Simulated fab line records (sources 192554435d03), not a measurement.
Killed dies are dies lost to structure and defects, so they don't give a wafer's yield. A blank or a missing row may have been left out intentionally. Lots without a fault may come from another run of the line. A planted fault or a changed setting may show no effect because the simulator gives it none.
Matching of chambers -- flow n5_finfet -- N5_BEOL_M0_SAQP_ALD_48 on ald_sin-01: 4 sister chambers
The step deposits SiO2, target thk 20 nm, pulse time 1 s, co reactant pulse time 1 s. 20 wafers are shown with their chamber, then 10 later ones without.

== WAFERS PAIRED WITH THEIR CHAMBERS ==
wafer,chamber,heater_power_w (W),precursor_pulse_height_rel
L075.2,1,77,0.994
L075.4,2,90,1.008
L075.5,1,79,0.984
L076.4,3,79,0.961
L076.5,2,91,1.006
L076.6,1,78,0.972
L077.1,0,66,0.938
L077.4,2,90,0.988
L077.6,3,77,1.023
L078.4,0,65,1.017
L078.5,2,91,0.981
L078.6,3,76,0.989
L082.1,3,78,0.996
L082.3,2,88,0.980
L082.6,2,92,1.011
L085.1,1,75,1.010
L085.2,3,80,0.999
L085.6,2,90,0.995
L087.2,0,65,1.014
L087.4,1,79,0.976

SIGNATURES (means of the wafers above)
reading,chamber 0,chamber 1,chamber 2,chamber 3,scatter within a chamber
heater_power_w,65.33,77.60,90.29,78.00,1.4
precursor_pulse_height_rel,0.98967,0.98720,0.99557,0.99360,0.0223
Rule: for each reading, subtract the chamber's mean from the wafer's reading, divide by that reading's scatter and square the result; add these up over the readings and take the root, which gives the wafer's distance from the chamber. The wafer belongs to the nearest chamber; if the next one is less than 2 further off, it can't be placed. The scatter: the root of (the sum of the squares of (reading less its chamber's mean) over the shown wafers, divided by (wafers less chambers)).

== WAFERS WITH NO CHAMBER GIVEN ==
wafer,heater_power_w (W),precursor_pulse_height_rel
L087.6,64,0.995
L089.1,89,1.000
L089.2,79,0.992
L089.3,77,1.001
L094.1,78,1.000
L094.5,65,1.011
L094.6,79,1.013
L096.3,76,0.987
L096.4,91,1.059
L096.6,78,0.965

== THE CHAMBER EACH PASSED THROUGH ==
wafer,from the rows above,in truth
L087.6,0,0
L089.1,2,2
L089.2,can't be placed: 3 or 1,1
L089.3,can't be placed: 1 or 3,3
L094.1,can't be placed: 3 or 1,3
L094.5,0,0
L094.6,can't be placed: 3 or 1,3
L096.3,can't be placed: 1 or 3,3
L096.4,2,2
L096.6,can't be placed: 1 or 3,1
Placed correctly: 4 of 10. These rows do not allow placing 6 (true chamber among the candidates in 6). Number placed wrongly: 0.
